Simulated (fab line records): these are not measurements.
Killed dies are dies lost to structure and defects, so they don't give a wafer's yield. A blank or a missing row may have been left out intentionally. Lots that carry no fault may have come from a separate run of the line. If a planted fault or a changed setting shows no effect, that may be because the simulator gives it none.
fab line records	flow n5_finfet
record lots=5	wafers=12	last_day=16
route steps=1938 shown BEOL_M0@742 BEOL_M1@751 BEOL_M4@1111 PASSIVATION@1936
lots that met no fault: taken from a fault-free run of the same line
start_h: hours from the record's first day to the start of the lot's first wafer shown	wait_h: hours elapsed since this lot's preceding step	" same as the row above	L1.1+2: several wafers, shown together as one row	- no value present, or no start provided	* or withheld: withheld	< > ~ a bound
route shown NAME@n: NAME is a module with steps in the file, n the number in the route of the first one	usual: mean and standard deviation over wafers with no fault	same: alike in all rows	chamber/n: place in a boat	sites: each site's reading	_std_site: their standard deviation	_edge_site: the outer-site mean with the inner-site mean subtracted	radius_mm: how far each site lies from the wafer's centre	mask NAME#n: copy n	behind: tool/chamber where the wafer was last shaped	hold: what put the lot on hold/how long, in hours/how the hold closed	device: the transistor (n, p or np) that didn't switch	end of line: tests run on the same wafers once the route is complete	a step without rows: its recipe alone	killed: the dies lost at the first sort to structure and to defects; this is not the yield of the wafer	map: dies across one wafer; x = killed, . = not, _ = none there
set.NAME: the setting that was run; set.NAME@STEP: the one run at that earlier step	model.NAME: the simulator's own value behind a step, which no gauge read
lots seen at some steps along the route; tables by step, rows by wafer
services: a tool's chamber out of use, with start hour (start_h, from the record's first day; less than 0 if before it), hours out, and reason
## steps
# step N5_BEOL_M0_ANNEAL_119
# recipe temp_c=225	time_s=90	ambient=N2
# step N5_BEOL_M0_CMP_120
# recipe stop_on=SiOC	t_overpolish_s=6.9	down_force_psi=1	platen_rpm=50	clearing_platen_down_force_psi=1.5	clearing_platen_rpm=50	post_cmp_clean=cu_alkaline	clearing_platen_pad_velocity_m_s=0.99484	pad_velocity_m_s=0.99484
# step N5_BEOL_M0_PRE_CLEAN_131
# recipe gas=NH3/H2	time_s=15	temp_c=*	rf_power_w=300
# step N5_BEOL_M0_CO_CAP_123
# recipe material=Co	target_thk_a=20	temp_c=200	precursor=CCTBA/H2	pressure_torr=30	time_s=102.1
# step N5_BEOL_M0_PRE_CLEAN_124
# recipe gas=NH3	time_s=15	temp_c=withheld	rf_power_w=300
# step N5_BEOL_M0_DEP_125
# recipe material=SiCN	target_thk_a=80	temp_c=withheld	precursor=3MS/NH3	pressure_torr=3	rf_w=202	time_s=14
# step N5_BEOL_M1_ILD_DEP_00
# recipe material=SiOC	target_thk_a=790	temp_c=350	precursor=DEMS/O2	pressure_torr=5	rf_w=500	time_s=15.3
# step N5_BEOL_M1_PECVD_72
# recipe material=SiO2	target_thk_a=160	temp_c=400	precursor=TEOS/O2	pressure_torr=5.5	rf_w=450	teos_flow_sccm=53.8	gas=O2	flow_sccm=3000	time_s=18
# step N5_BEOL_M1_HM_DEP_02
# recipe material=TiN	target_thk_a=200	temp_c=25	chamber_pressure_pa=0.49996
# usual throttle_valve_pct=29.5/1.2
lot.wafer	tool	chamber	start_h	wait_h	throttle_valve_pct	model.TiN_of_BEOL_M1_HM_DEP_02.thk_nm
L515.3	pvd_sputter-01	-	185.90	1.3	31.1	20.4
L515.4	"	-	"	"	29.8	20.4
L515.5	"	-	"	"	28.0	20.6
L516.1	pvd_sputter-01	-	198.29	3.9	29.7	25.6
L516.2	"	-	"	"	28.3	20.2
L518.1	pvd_sputter-02	-	209.75	0.8	31.0	20
L518.3	"	-	"	"	31.4	19.6
L518.6	"	-	"	"	30.9	20
L519.1	pvd_sputter-01	-	214.43	0.0	28.5	26.2
L519.6	"	-	"	"	28.3	20.4
L521.3	pvd_sputter-01	-	236.58	2.6	31.0	25.4
L521.6	"	-	"	"	29.9	19.6
# step N5_BEOL_M1_COAT_61
# recipe resist=SOC	temp_c=250	time_s=60	spin_rpm=1500	resist_thk_nm=60
# step N5_BEOL_M1_COAT_62
# recipe resist=SiARC	temp_c=220	time_s=60	spin_rpm=1500	resist_thk_nm=12
# step N5_BEOL_M1_COAT_73
# recipe resist=underlayer	temp_c=205	time_s=60	spin_rpm=1500	resist_thk_nm=5
# step N5_BEOL_M1_COAT_05
# recipe resist=CAR-EUV	spin_rpm=1500	resist_thk_nm=30
# step N5_BEOL_M1_EBR_07
# recipe solvent=PGMEA	ebr_width_mm=1.5
# step N5_BEOL_M1_SOFTBAKE_06
# recipe temp_c=110	time_s=60	resist=CAR-EUV
# step N5_BEOL_M1_EXPOSE_08
# recipe mask_id=M1	na=0.33	source_shape=dipole	sigma_inner=0.369	sigma_outer=0.767	polarization=unpolarized	dose_mj=33
# step N5_BEOL_M1_PEB_09
# recipe peb_temp_c=100	peb_time_s=60	resist=CAR-EUV
# step N5_BEOL_M1_DEVELOP_10
# recipe develop_time_s=30	developer=TMAH	resist=CAR-EUV	rinse_liquid=surfactant_rinse	dry=air_spin	dev_temp_c=23
# step N5_BEOL_M1_DESCUM_16
# recipe chemistry=O2	time_s=7	source_power_w=50	bias_power_w=20	pressure_mtorr=20	rf_frequency_hz=2.712e+07	temp_c=40	resist=CAR-EUV	o2_flow_sccm=225
# step N5_BEOL_M1_ETCH_74
# recipe chemistry=N2/H2	target=underlayer	target_depth_a=65	mask_material=CAR-EUV	time_s=5.2	ion_energy_ev=200	pressure_mtorr=30	source_w=840	bias_w=150	n2_flow_sccm=200	h2_flow_sccm=200	ends=cleared
# step N5_BEOL_M1_ETCH_63
# recipe chemistry=CF4	target=SiARC	target_depth_a=156	mask_material=CAR-EUV	time_s=26	ion_energy_ev=80	pressure_mtorr=40	source_w=545	bias_w=36	Ar_flow_sccm=100	cf4_flow_sccm=100	ends=cleared
# step N5_BEOL_M1_ETCH_64
# recipe chemistry=N2/H2	target=SOC	target_depth_a=750	overetch_a=150	mask_material=SiARC	temp_c=40	time_s=112.5	ion_energy_ev=200	pressure_mtorr=30	source_w=840	bias_w=150	n2_flow_sccm=200	h2_flow_sccm=200
# step N5_BEOL_M1_STRIP_65
# recipe chemistry=N2/H2	temp_c=40	n2_flow_sccm=200	h2_flow_sccm=200	rf_frequency_hz=6e+07
# step N5_BEOL_M1_STRIP_75
# recipe chemistry=N2/H2	temp_c=40	n2_flow_sccm=200	h2_flow_sccm=200	rf_frequency_hz=6e+07
# step N5_BEOL_M1_STRIP_66
# recipe chemistry=CF4	resist=SiARC	power_w=300	bias_power_w=75	pressure_mtorr=50	cf4_flow_sccm=150	rf_frequency_hz=6e+07
# step N5_BEOL_M1_HM_OPEN_17
# recipe chemistry=Cl2/BCl3	target_depth_a=200	overetch_a=60	target=TiN	mask_material=SOC	ion_energy_ev=150	pressure_mtorr=10	icp_w=1000	bias_w=126	Cl2_flow_sccm=53.25	bcl3_flow_sccm=21.75	Ar_flow_sccm=25
# usual drypump_motor_current_A=5.8/0.42	oes_product_au=0.68/0.087	throttle_valve_pct=22.16/0.15
lot.wafer	tool	chamber	start_h	wait_h	drypump_motor_current_A	oes_product_au	rf_hours_counter_h	throttle_valve_pct	model.etch.depth_nm
L515.3	rie_metal-03	0	186.69	0.1	4.6	0.69	-	22.21	20.3
L515.4	"	1	"	"	5.9	0.59	-	21.80	20.37
L515.5	"	0	"	"	4.6	0.69	-	22.22	20.58
L516.1	rie_metal-02	0	199.30	0.0	6.1	0.72	60	22.06	25.61
L516.2	"	1	"	"	5.6	0.77	6	22.13	20.18
L518.1	rie_metal-02	1	210.66	0.0	5.6	0.75	8	22.17	20
L518.3	"	1	"	"	5.6	0.75	-	22.17	19.69
L518.6	"	0	"	"	6.1	0.63	-	22.23	19.95
L519.1	rie_metal-02	0	215.34	0.0	6.1	0.73	61	22.02	26.12
L519.6	"	0	"	"	6.1	0.63	-	22.21	20.42
L521.3	rie_metal-02	1	237.52	0.1	5.6	0.85	-	21.99	25.33
L521.6	"	1	"	"	5.6	0.74	-	22.17	19.59
# step N5_BEOL_M1_STRIP_19
# recipe chemistry=O2	power_w=400	temp_c=40	pressure_mtorr=30	rf_frequency_hz=6e+07	bias_power_w=0	overash_fraction=0.2	o2_flow_sccm=225
# step N5_BEOL_M1_COAT_67
# recipe resist=SOC	temp_c=250	time_s=60	spin_rpm=1500	resist_thk_nm=60
# step N5_BEOL_M1_COAT_68
# recipe resist=SiARC	temp_c=220	time_s=60	spin_rpm=1500	resist_thk_nm=12
# step N5_BEOL_M1_COAT_76
# recipe resist=underlayer	temp_c=205	time_s=60	spin_rpm=1500	resist_thk_nm=5
# step N5_BEOL_M1_COAT_22
# recipe resist=CAR-EUV	spin_rpm=1500	resist_thk_nm=30
# step N5_BEOL_M1_EBR_24
# recipe solvent=PGMEA	ebr_width_mm=1.5
# step N5_BEOL_M1_SOFTBAKE_23
# recipe temp_c=110	time_s=60	resist=CAR-EUV
# step N5_BEOL_M1_EXPOSE_25
# recipe mask_id=V0	na=0.33	source_shape=quasar	sigma_inner=0.2	sigma_outer=0.8	polarization=unpolarized	defocus_nm=5	target_cd_nm=24	dose_mj=63
# step N5_BEOL_M1_TRENCH_ETCH_37
# recipe chemistry=C4F6/O2	target_depth_a=552.07	target=SiOC	time_s=29	ion_energy_ev=250	pressure_mtorr=30	source_w=355	bias_w=185	Ar_flow_sccm=300	C4F6_flow_sccm=10	O2_flow_sccm=10
# usual O2_flow_sccm=10.00/0.031	drypump_motor_current_A=5.6/0.31	oes_product_au=0.76/0.085	rf_vpp_V=665/13	showerhead_plenum_p_Torr=2.85/0.089	throttle_valve_pct=20.8/0.31
# same time_s=29
lot.wafer	tool	chamber	start_h	wait_h	O2_flow_sccm	drypump_motor_current_A	oes_product_au	rf_hours_counter_h	rf_vpp_V	showerhead_plenum_p_Torr	throttle_valve_pct	model.TiN_of_BEOL_M1_HM_DEP_02.thk_nm
L515.3	rie_diel-01	2	-	-	10.02	5.4	0.68	243	678	2.82	21.4	18
L515.4	"	1	"	"	10.00	5.5	0.74	176	675	2.82	20.7	18
L515.5	"	1	"	"	9.99	5.5	0.75	-	677	2.82	20.7	18.2
L516.1	rie_diel-01	2	-	-	9.96	5.4	0.68	248	678	2.82	21.4	23.4
L516.2	"	3	"	"	10.01	5.7	0.73	147	675	2.71	20.6	17.8
L518.1	rie_diel-01	0	-	-	10.01	5.3	0.82	69	644	2.89	20.8	17.6
L518.3	"	2	"	"	10.00	5.4	0.68	251	679	2.82	21.4	17.4
L518.6	"	1	"	"	9.99	5.5	0.74	-	677	2.82	20.7	17.6
L519.1	rie_diel-05	2	-	-	10.03	5.8	0.70	224	651	2.82	20.9	24
L519.6	"	0	"	"	10.01	5.4	0.87	-	660	3.04	20.9	18.2
L521.3	rie_diel-04	2	-	-	10.00	6.2	0.86	45	670	2.76	20.2	23
L521.6	"	3	"	"	9.98	5.9	0.91	-	670	2.92	20.7	17.2
# step N5_BEOL_M4_RC_MEAS_101
# usual DIBL_N=36.0/1.9	DIBL_P=36.0/2.1	IOFF_N=0.155/0.029	IOFF_P=0.20/0.032	ION_N=672/11	ION_P=461/6.9	SS_N=71.5/0.58	SS_P=73.2/0.64	VT_N=250.4/2.9	VT_P=-251.0/2.8
lot.wafer	tool	chamber	start_h	wait_h	DIBL_N[mV/V]	DIBL_P[mV/V]	IOFF_N[nA/um]	IOFF_P[nA/um]	ION_N[uA/um]	ION_P[uA/um]	SS_N[mV/dec]	SS_P[mV/dec]	VT_N[mV]	VT_P[mV]
L515.3	prober-01	0	238.26	0.3	34.5	33.6	0.121	0.18	667	459	71.1	72.4	252.2	-252.0
L515.4	"	0	"	"	34.5	33.2	0.121	0.18	659	453	70.5	72.0	256.8	-254.4
L515.5	"	0	"	"	35.9	34.7	0.142	0.19	653	453	72.0	73.2	254.5	-249.5
L516.1	prober-01	0	249.65	0.0	37.5	36.7	0.189	0.22	674	457	72.7	73.3	247.8	-248.9
L516.2	"	0	"	"	37.1	36.4	0.163	0.21	667	451	71.6	73.9	247.3	-251.0
L518.1	prober-01	0	256.57	0.0	36.9	35.6	0.173	0.23	683	470	71.5	74.0	247.8	-246.5
L518.3	"	0	"	"	33.3	33.0	0.124	0.19	675	465	70.6	73.6	250.4	-247.1
L518.6	"	0	"	"	36.2	34.9	0.156	0.22	662	459	71.6	73.9	249.3	-247.3
L519.1	prober-01	0	263.93	0.0	34.9	36.2	0.129	0.19	647	449	72.0	73.1	252.0	-251.1
L519.6	"	0	"	"	37.1	39.3	0.184	0.23	692	469	72.2	73.7	248.3	-250.2
L521.3	prober-01	0	285.49	0.3	35.4	37.0	0.133	0.17	658	456	71.7	73.5	255.4	-255.4
L521.6	"	0	"	"	33.2	34.1	0.113	0.15	664	459	71.1	73.1	254.9	-258.0
# step N5_PASSIVATION_PROBE_49
# usual defect_limited_yield=91.0/1.5	killed_at_M0_to_M3=33/9.4	killed_at_M4_up=14/4.8	killed_at_contacts=13/7.3	killed_at_front_end=43/13	killed_at_other=3.6/2.9	killed_dies=106/18	killed_on_rim=14/4.2	killed_open=69/13	killed_short=35/8.2	sort_bin_5_function=5.3/1	sort_bin_6_memory=3.3/0.68	sort_bin_8_speed=0.01/0.027	sort_n_pass=1074/18
# same gross_dies=1180	killed_at_back_side=0	sort_bin_4_leakage[%]=0
lot.wafer	tool	chamber	start_h	wait_h	defect_limited_yield[%]	killed_at_M0_to_M3	killed_at_M4_up	killed_at_contacts	killed_at_front_end	killed_at_other	killed_dies	killed_on_rim	killed_open	killed_short	sort_bin_5_function[%]	sort_bin_6_memory[%]	sort_bin_8_speed[%]	sort_n_pass
L516.1	prober-01	-	356.14	0.0	88.8	35	30	9	55	3	132	21	87	42	6.3	4.3	0	1048
L516.2	prober-01	-	356.19	0.1	90.2	40	18	11	47	0	116	13	76	39	5.3	4.2	0	1064
L518.1	prober-02	-	360.74	0.0	89.9	41	14	15	37	12	119	16	72	45	6.5	3.1	0	1061
L518.3	prober-02	-	360.84	0.1	90.8	43	3	23	38	1	108	19	51	48	5.1	3.4	0	1072
L518.6	prober-02	-	360.99	0.3	90.2	40	9	9	57	1	116	23	70	38	5.9	3.1	0	1064
L519.1	prober-01	-	360.91	0.0	89.2	43	17	14	48	6	128	18	78	36	6.6	4.0	0	1052
L521.3	prober-02	-	388.48	0.1	89.3	47	20	16	37	6	126	13	79	45	5.8	4.7	0	1054
L521.6	prober-02	-	388.63	0.3	91.2	34	23	6	35	6	104	18	69	33	5.0	3.6	0	1076
# killed by level:class
L516.1 STI_FIN_REVEAL:geometric_particle:open=18 BEOL_M4:geometric_particle:open=14 BEOL_M3:geometric_particle:open=10 FIN_SAQP:geometric_particle:short=9 MOL_CONTACT_COAG:geometric_particle:open=6 FIN_SAQP:geometric_particle:open=5 BEOL_M4:geometric_particle:short=5 BEOL_M1:geometric_particle:open=5
L516.2 FIN_SAQP:geometric_particle:open=14 BEOL_M2:geometric_particle:open=14 GATE_CUT:geometric_particle:short=11 MOL_CONTACT_COAG:geometric_particle:open=11 BEOL_M4:geometric_particle:open=10 BEOL_M3:geometric_particle:open=5 GATE_CUT:geometric_particle:open=5 BEOL_M4:geometric_particle:short=5
L518.1 BEOL_M2:geometric_particle:open=13 MOL_CONTACT_COAG:geometric_particle:open=12 BEOL_M0_SAQP:geometric_particle:short=11 FIN_SAQP:geometric_particle:short=9 GATE_CUT:geometric_particle:short=9 PASS1_CAP:geometric_particle:open=9 STI_FIN_REVEAL:geometric_particle:open=6 BEOL_M3:geometric_particle:open=6
L518.3 MOL_CONTACT_COAG:geometric_particle:open=16 BEOL_M0_SAQP:geometric_particle:short=16 FIN_SAQP:geometric_particle:short=13 BEOL_M0_SAQP:geometric_particle:open=9 MOL_CONTACT_COAG:geometric_particle:short=7 BEOL_M2:geometric_particle:open=6 HKMG_FIN:area_etch=6 FIN_SAQP:geometric_particle:open=5
L519.1 STI_FIN_REVEAL:geometric_particle:open=15 BEOL_M3:geometric_particle:open=13 MOL_CONTACT_COAG:geometric_particle:open=11 BEOL_M1:area_open=11 BEOL_M4:geometric_particle:open=9 STI_FIN_REVEAL:geometric_particle:short=6 BEOL_M0_SAQP:geometric_particle:open=6 DUMMY_GATE:geometric_particle:open=5
L518.6 FIN_SAQP:geometric_particle:short=16 STI_FIN_REVEAL:geometric_particle:open=12 BEOL_M0_SAQP:geometric_particle:short=11 BEOL_M0_SAQP:geometric_particle:open=10 BEOL_M2:geometric_particle:open=10 MOL_CONTACT_COAG:geometric_particle:open=8 FIN_SAQP:geometric_particle:open=6 DUMMY_GATE:geometric_particle:open=6
L521.3 MOL_CONTACT_COAG:geometric_particle:open=14 BEOL_M0_SAQP:geometric_particle:short=11 FIN_SAQP:geometric_particle:short=10 BEOL_M0_SAQP:geometric_particle:open=10 BEOL_M1:geometric_particle:open=8 BEOL_M2:geometric_particle:open=7 BEOL_M3:geometric_particle:open=6 GATE_CUT:geometric_particle:short=5
L521.6 FIN_SAQP:geometric_particle:open=10 BEOL_M4:geometric_particle:open=10 STI_FIN_REVEAL:geometric_particle:open=8 BEOL_M0_SAQP:geometric_particle:short=8 BEOL_M3:geometric_particle:open=8 BEOL_M0_SAQP:geometric_particle:open=6 MOL_CONTACT_COAG:geometric_particle:open=5 BEOL_M2:geometric_particle:open=5
## services
tool	chamber	start_h	hours	kind
rie_diel-04	3	184.80	-	clean
rie_diel-04	3	184.80	-	consumable_replace:focus_ring
rie_diel-04	3	184.80	21.8	scheduled_down
rie_diel-04	3	184.80	21.8	vent_cycle
rie_diel-05	3	190.29	7.9	repair
rie_diel-01	1	194.00	11.3	repair
rie_diel-01	0	197.51	3.7	repair
rie_diel-04	0	206.61	-	clean
rie_diel-04	0	206.61	-	consumable_replace:focus_ring
rie_diel-04	0	206.61	19.9	scheduled_down
rie_diel-04	0	206.61	19.9	vent_cycle
rie_diel-01	3	226.04	5.8	repair
rie_diel-01	2	236.17	32.3	repair
rie_diel-01	-	236.82	0.8	repair
## key
first_sign none at tools or gauges
model_effect step=N5_BEOL_M1_HM_DEP_02	value=TiN_of_BEOL_M1_HM_DEP_02.thk_nm	without=20	struck=25.73
model_effect step=N5_BEOL_M1_HM_OPEN_17	value=etch.depth_nm	without=19.98	struck=25.69
model_effect step=N5_BEOL_M1_TRENCH_ETCH_37	value=TiN_of_BEOL_M1_HM_DEP_02.thk_nm	without=17.67	struck=23.47
met_at N5_BEOL_M1_HM_DEP_02
struck_wafers L516.1,L519.1,L521.3
onset_between 185.90 198.29
fault kind=process_parameter_drift	tool=pvd_sputter-01	chamber=-	onset_h=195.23	steps=N5_BEOL_M1_HM_DEP_02	channel=target_thk_a	offset=*	shape=step	end_h=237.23	scope=struck_wafers_only	acts_in=*	stated=*
